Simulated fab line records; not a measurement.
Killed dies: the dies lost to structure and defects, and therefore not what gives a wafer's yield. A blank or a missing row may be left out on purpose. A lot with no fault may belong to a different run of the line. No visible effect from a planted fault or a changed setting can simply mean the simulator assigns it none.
Code-filled problem report in 8D (eight disciplines) form | flow nand harc | the parts of the form that need people (team, actions taken, sign-off) are left out

## 1. WHAT IS WRONG
Mean of exposure dose mJ cm2 at NHARC_A_SGD_CUT_EXPOSE_06: 87.22 across 6 wafers in 2 lots; on wafers with no fault it is 85.60 (standard deviation 0.087). That puts it +19 standard deviations away from the usual mean.
The step: exposes mask SGD.
Seen first at day 27 08:08 on arfi scanner-02, wafer L476.2. Wafers with a number at this step in the record: 36, from 12 lots. By rule, "out" or "out of limits" means more than 4 standard deviations away from the usual mean. The other wafers with a number count as sound.

## 2. WHAT IT IS; WHAT IT IS NOT
question                    | is                     | is not
which readings at this step | exposure dose mJ cm2   | -
which lots                  | L476, L477             | L457, L460, L461, L462, L467, L469, L470, L472, L473, L479
which wafers of those lots  | all that have a number | -
read on which tools         | arfi scanner-02        | arfi scanner-01, arfi scanner-03
when                        | from day 27 08:08      | up to then (27 sound wafers); but 3 sound wafers of L479 came after

## 3. SUSPECTS, AND WHAT RULES EACH OUT
Counting: a tool at any process step up to the reading remains a suspect when it ran all the lots that are out and ran no sound lot after the first of those.
- rie diel-13 at NHARC_A_STAIRCASE_ETCH_444 (etches the open film in C4F8/O2, target depth 20400 nm, time 6800 s): ruled out as a lasting fault. The sound lots L479 went through it after L476, its earliest lot that is out (day 27 00:58).
- rie diel-13 at NHARC_A_STAIRCASE_STRIP_475 (strips in O2, time 20 s): kept. Every lot that is out went through it, starting with L476 (day 27 08:08), and after that it ran no sound lot; the last sound lot it ran before then is L469 (day 24 04:45). NHARC_A_STAIRCASE_STRIP_475 gives no start for some lots, so the hours and the order of its lots are those of NHARC_A_SGD_CUT_EXPOSE_06.
- arfi scanner-02 at NHARC_A_SGD_CUT_EXPOSE_06 (exposes mask SGD): kept. Every lot that is out went through it, starting with L476 (day 27 08:08), and after that it ran no sound lot; the last sound lot it ran before then is L472 (day 26 03:55). Out on those wafers are its own readings of exposure dose mJ cm2.
Remaining after the count are rie diel-13 at NHARC_A_STAIRCASE_STRIP_475 and arfi scanner-02 at NHARC_A_SGD_CUT_EXPOSE_06.

## 4. THE CAUSE (what the simulator had put in)
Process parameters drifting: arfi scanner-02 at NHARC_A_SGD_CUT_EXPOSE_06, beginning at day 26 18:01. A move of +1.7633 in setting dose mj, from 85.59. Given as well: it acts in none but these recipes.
2 suspects survive the count, and this tool is in that group.

## 5. THE EFFECT CHAIN, in route order
Each row: a reading where the mean over the struck wafers with a number is more than 3 standard deviations away from the usual. Scope: only readings with a usual standard deviation given in the record; hours: median across lots of the time from each lot's start at the first step in this table that gives one to its start at this step; sigmas: change in usual standard deviations.
hours | step                      | reading              | usual | on struck wafers | change | sigmas
0     | NHARC_A_SGD_CUT_EXPOSE_06 | exposure dose mJ cm2 | 85.60 | 87.22            | +1.62  | +19
Process steps it contains:
- NHARC_A_SGD_CUT_EXPOSE_06: exposes mask SGD.

## 6. WHAT WOULD HAVE CAUGHT IT SOONER
14 hours passed between the start of the fault at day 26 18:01 and the first reading out of limits in this record, taken at day 27 08:08.
